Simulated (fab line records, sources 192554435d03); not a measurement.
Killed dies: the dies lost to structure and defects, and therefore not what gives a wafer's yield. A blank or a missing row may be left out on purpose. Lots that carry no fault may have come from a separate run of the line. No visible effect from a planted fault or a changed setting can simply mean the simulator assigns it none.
A lot that was struck, set against a sound lot | flow n5-finfet | 15 steps out of a route of 1938
Sound: the wafers L225.1, L225.2, L225.5. Wafers L240.3, L240.4, L240.6 were the ones struck. At the end, the cause is stated.
Per side, at each step with rows, come the tool, then ch with its chambers, and then its first start. Under that, the readings that differ: sound wafers | struck wafers | difference of the means | sigmas: that difference in standard deviations of wafers without a fault.
alike: same words and numbers on both sides, and readings whose means sit less than 2 such deviations apart. not compared: any withheld reading, any reading some wafer has no value for, any bound like >300 that may hide the same value, and any number with overlapping values for which the record gives no deviation.
The two part at a step that has a row with sigmas, a row that says differs or no value, or rows on one side only. When numbers do not overlap yet have no deviation, they are printed without sigmas and do not part them. A reading missing from all wafers of one side parts the sides only when that side holds two or more wafers.

first, 1 step without rows for these wafers: N5_BEOL_M9_STRIP_73 (strips in C4F6/O2).
N5_BEOL_M9_STRIP_36: strips in N2/H2.
  sound on rie-diel-03 ch 0,1, day 11 10:56; struck on rie-diel-02 ch 2,3, day 15 16:20
  alike: drypump-motor-current-A, n2-flow-sccm, oes-product-au, rf-vpp-V, showerhead-plenum-p-Torr, throttle-valve-pct
  not compared: rf-hours-counter-h
N5_BEOL_M9_TRENCH_ETCH_37: etches SiCOH lowk in C4F6/O2, target depth 151.43 nm, time 49 s.
  sound: rie-diel-03 ch 0,1; struck: rie-diel-02 ch 2,3
  alike: drypump-motor-current-A, oes-product-au, rf-vpp-V, showerhead-plenum-p-Torr, throttle-valve-pct
  not compared: rf-hours-counter-h
then, 1 step without rows for these wafers: N5_BEOL_M9_ETCH_41 (etches SiCN in CH3F/O2, target depth 36.6 nm, time 70.1 s).
N5_BEOL_M9_STRIP_80: strips in N2/H2, time 10 s.
  sound: rie-diel-03 ch 0,1; struck: rie-diel-02 ch 2,3
  alike: drypump-motor-current-A, n2-flow-sccm, oes-product-au, rf-vpp-V, showerhead-plenum-p-Torr, throttle-valve-pct
  not compared: rf-hours-counter-h
N5_BEOL_M9_OCD_MEAS_38:
  struck on ocd-01, day 15 16:33; sound on ocd-01, day 11 11:10
  alike: trench-depth-nm
then, 4 steps without rows for these wafers: N5_BEOL_M9_HM_STRIP_39 (strips TiN in peroxide tin strip, target depth 25 nm, time 158 s); N5_BEOL_M9_SRD_40 (time 30 s); N5_BEOL_M9_PRECLEAN_42 (cleans in residue remover, time 60 s); N5_BEOL_M9_SRD_43 (time 30 s).
N5_BEOL_M9_CD_MEAS_35: target cd 70 nm, target cd y 40 nm.
  struck on cd-sem-02, day 15 16:42; sound on cd-sem-02, day 11 11:22
  alike: cd-nm
N5_BEOL_M9_CURE_72: cures SiCOH lowk, time 120 s.
  sound on uv-cure-03 ch 0, day 11 11:27; struck on uv-cure-02 ch 1, day 15 16:50
  reading            | sound             | struck            | difference | sigmas
  lamp-power-pct (%) | 52.13 52.30 52.23 | 52.29 52.35 52.35 | +0.11      | +2
  alike: wafer_temp_C_max
N5_BEOL_M9_DEGAS_44: time 60 s.
  struck on pvd-sputter-03, day 15 17:11; sound on pvd-sputter-01, day 11 11:49
  reading              | sound                | struck               | difference | sigmas
  heater-power-w (W)   | 335 328 343          | 289 266 271          | -60        | -3
  susceptor-temp-C (C) | 250.17 250.06 249.94 | 241.77 241.94 241.82 | -8.21      | -46
N5_BEOL_M9_PRE_CLEAN_45: time 30 s.
  struck on pvd-sputter-03, day 15 17:13; sound on pvd-sputter-01, day 11 11:51
  alike: heater-power-w, susceptor-temp-C
-- here the record skips 3 days between the struck wafers' starts before and after, leaving off in module BEOL_M9 and picking up in module PASSIVATION (first step shown: number 1936 of the route) --
N5_PASSIVATION_PROBE_49:
  struck on prober-01, day 18 07:46; sound on prober-02, day 14 01:57
  alike: defect-limited-yield, killed_at_M0_to_M3, killed_at_M4_up, killed-at-contacts, killed-at-front-end, killed-at-other, killed-dies, killed-open, killed-short, sort_bin_5_function, sort_bin_6_memory, sort_bin_8_speed, sort-n-pass, sort-yield-pct

== WHERE THEY PART ==
First at N5_BEOL_M9_CURE_72; last, within this record, at N5_BEOL_M9_DEGAS_44. Later steps at which nothing parts them and some readings are alike: N5_BEOL_M9_PRE_CLEAN_45, N5_PASSIVATION_PROBE_49.

WHY: whatever the simulator had introduced
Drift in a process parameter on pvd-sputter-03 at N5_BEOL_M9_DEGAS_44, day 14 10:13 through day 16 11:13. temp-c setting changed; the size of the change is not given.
